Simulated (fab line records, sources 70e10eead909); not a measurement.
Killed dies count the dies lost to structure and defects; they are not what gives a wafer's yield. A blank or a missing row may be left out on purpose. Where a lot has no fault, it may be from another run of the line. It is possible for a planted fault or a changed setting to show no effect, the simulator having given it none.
One fault seen from 2 desks    flow nand_harc    each desk has only its own numbers; what lay behind them comes last

THE METROLOGY DESK
Means of the sampled wafers that have a number, per lot and without regard to the tool the lot ran on: this is what the gauges read. If a lot's mean is further than 4 standard deviations from the usual mean, the lot is out of limits and carries the mark OUT (the distance appears in the brackets).
Columns: A = cd_nm at NHARC_THIN_TSV_CD_MEAS_12, usual 999.5 nm; B = cd_nm at NHARC_THIN_TSV_CD_MEAS_37, usual 5000.2 nm
lot   first seen here  A       B
L233  day 23 22:58     999.5   5000.8
L234  day 24 10:11     998.9   4998.9
L238  day 24 16:46     1001.0  5002.1
L236  day 24 17:58     999.4   4998.9
L237  day 25 02:47     1000.6  5001.8
L235  day 25 04:07     998.7   4997.9
L239  day 25 18:14     1000.4  5001.3
L241  day 26 06:15     1001.8  5002.2
L247  day 29 16:59     1000.4  5000.9
L249  day 30 10:55     998.4   4997.2
L254  day 33 19:11     999.7   4999.0
L256  day 34 08:27     1000.2  5001.8
This desk's verdict: no lot among the 12 shows anything out of limits.

AT THE TOOL OWNER'S DESK: rie_diel-01
The tool's own readings at NHARC_A_CONTACT_ETCH_96 (etches the open film in C4F6/O2, target depth 20 nm, time 10 s): means of the sampled wafers that have a number, for each lot that ran on this tool. If a lot's mean is further than 4 standard deviations from the usual mean, the lot is out of limits and carries the mark OUT (the distance appears in the brackets).
Columns: A = drypump_motor_current_A at NHARC_A_CONTACT_ETCH_96, usual 5.8 A; B = o2_flow_sccm at NHARC_A_CONTACT_ETCH_96, usual 20.00 sccm; C = oes_product_au at NHARC_A_CONTACT_ETCH_96, usual 0.970 a.u.; D = rf_vpp_V at NHARC_A_CONTACT_ETCH_96, usual 546.5 V; E = showerhead_plenum_p_Torr at NHARC_A_CONTACT_ETCH_96, usual 3.91 Torr; F = throttle_valve_pct at NHARC_A_CONTACT_ETCH_96, usual 26.903 %
lot   first seen here  A    B      C      D      E     F
L233  day 21 21:38     5.5  19.99  0.953  547.0  3.93  26.901
L238  day 22 15:17     6.0  20.02  0.952  545.9  3.90  26.901
L235  day 22 23:07     6.0  19.96  0.944  546.8  3.90  26.899
L239  day 23 15:51     6.1  20.04  0.944  547.1  3.93  26.909
L241  day 24 05:19     5.6  19.98  0.981  546.9  3.93  26.902
L247  day 27 15:43     5.8  19.99  0.959  545.0  3.86  26.899
L249  day 28 11:19     5.9  19.97  1.007  545.9  3.89  26.910
L254  day 31 11:47     6.0  19.98  0.959  546.3  3.88  26.891
This desk's verdict: no lot among the 8 shows anything out of limits.

PUT TOGETHER
From the metrology desk's view, nothing was out of limits.
Nothing out of limits was seen by the tool owner's desk.

WHAT WAS PUT IN BY THE SIMULATOR
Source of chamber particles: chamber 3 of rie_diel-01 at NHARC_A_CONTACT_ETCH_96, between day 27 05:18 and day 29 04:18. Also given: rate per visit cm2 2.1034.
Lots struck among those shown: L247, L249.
